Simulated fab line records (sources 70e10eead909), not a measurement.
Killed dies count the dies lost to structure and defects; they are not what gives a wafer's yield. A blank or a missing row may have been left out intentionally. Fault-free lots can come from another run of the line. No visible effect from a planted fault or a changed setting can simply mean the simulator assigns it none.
A lot that was struck, set against a sound lot :: flow nand-harc :: 20 steps out of a route of 1159
Sound: the wafers L731.3, L731.4, L731.6. Struck: wafers L738.2, L738.4, L738.5. Last of all comes the cause.
Each step with rows lists, per side, the tool, then ch with its chambers, then its first start. Under that, the readings that differ: sound wafers :: struck wafers :: difference of the means :: sigmas: that difference in standard deviations of wafers without a fault.
alike: readings with means less than 2 such deviations apart, plus words and numbers identical on both sides. not compared: withheld readings, readings lacking a value on some wafer, bounds such as >300 that could conceal the same value, and numbers that have no deviation in the record and whose values overlap.
The two part at a step that has a row with sigmas, a row that says differs or no value, or rows on one side only. Numbers that don't overlap but have no deviation are shown without sigmas and don't part them. Lack of a reading on every wafer of one side parts them only where that side has two or more wafers.

NHARC_P_ZERO_WELL_CD_MEAS_37: the cd target is 720 nm.
  sound on cd-sem-01 ch 0, day 1 16:08; struck on cd-sem-01 ch 0, day 3 10:08
  alike: cd-nm
then, 1 step without rows for these wafers: NHARC_P_ZERO_WELL_HARDBAKE_38 (time 80 s).
NHARC_P_ZERO_WELL_DESCUM_39: chemistry O2, time 3 s.
  sound on rie-diel-12 ch 1,2,3, day 1 16:20; struck on rie-diel-12 ch 0,1,3, day 3 10:19
  alike: drypump-motor-current-A, oes-product-au, rf-vpp-V, showerhead-plenum-p-Torr, throttle-valve-pct
  not compared: rf-hours-counter-h
then, 9 steps without rows for these wafers: NHARC_P_ZERO_WELL_IMPLANT_40; NHARC_P_ZERO_WELL_IMPLANT_59; NHARC_P_ZERO_WELL_IMPLANT_60; NHARC_P_ZERO_WELL_STRIP_41 (strips in SPM, time 840 s); NHARC_P_ZERO_WELL_DEHYDRATE_44 (time 120 s); NHARC_P_ZERO_WELL_HMDS_45 (time 30 s); NHARC_P_ZERO_WELL_COAT_46; NHARC_P_ZERO_WELL_SOFTBAKE_47 (time 95 s); NHARC_P_ZERO_WELL_EBR_48.
NHARC_P_ZERO_WELL_EXPOSE_49: exposes mask P HVPW, target cd 2000 nm.
  sound on krf-scanner-02 ch 0, day 1 17:39; struck on krf-scanner-03 ch 0, day 3 11:29
reading: mask
sound: P_HVPW#0 P_HVPW#0 P_HVPW#0
struck: P_HVPW_R1#0 P_HVPW_R1#0 P_HVPW_R1#0
difference: differs
sigmas: 
then, 2 steps without rows for these wafers: NHARC_P_ZERO_WELL_PEB_50 (peb time 85 s); NHARC_P_ZERO_WELL_DEVELOP_51 (time 70 s).
NHARC_P_ZERO_WELL_CD_MEAS_52: the cd target is 2000 nm.
  sound on cd-sem-03 ch 0, day 1 17:48; struck on cd-sem-01 ch 0, day 3 11:39
reading: cd-nm (nm)
sound: 1997.0 1997.4 2000.7
struck: 1952.8 1953.1 1950.7
difference: -46.2
sigmas: -20
then, 1 step without rows for these wafers: NHARC_P_ZERO_WELL_HARDBAKE_53 (time 80 s).
NHARC_P_ZERO_WELL_DESCUM_54: chemistry O2, time 3 s.
  sound on rie-diel-12 ch 0,3, day 1 17:57; struck on rie-diel-08 ch 1,3, day 3 11:48
reading: model.P_ZERO_WELL.cd-nm (nm)
sound: 1996 1998 2002
struck: 1952 1953 1951
difference: -47
sigmas: 
  alike: drypump-motor-current-A, oes-product-au, rf-vpp-V, showerhead-plenum-p-Torr, throttle-valve-pct
  not compared: rf-hours-counter-h
following that, these wafers have no rows for 1 step: NHARC_P_ZERO_WELL_IMPLANT_55.
-- record jumps: 17 days between struck wafers' starts before vs after; left off in module P_ZERO_WELL, resumes in module END, first step shown is number 1159 of the route --
NHARC_END_SORT_01:
  here the record holds rows for the struck wafers (prober-01 ch 0, day 20 21:47) but none for the sound ones

## WHERE THEY PART
At NHARC_P_ZERO_WELL_EXPOSE_49 first; at NHARC_END_SORT_01 last (within this record only).

WHY: the cause the simulator had injected
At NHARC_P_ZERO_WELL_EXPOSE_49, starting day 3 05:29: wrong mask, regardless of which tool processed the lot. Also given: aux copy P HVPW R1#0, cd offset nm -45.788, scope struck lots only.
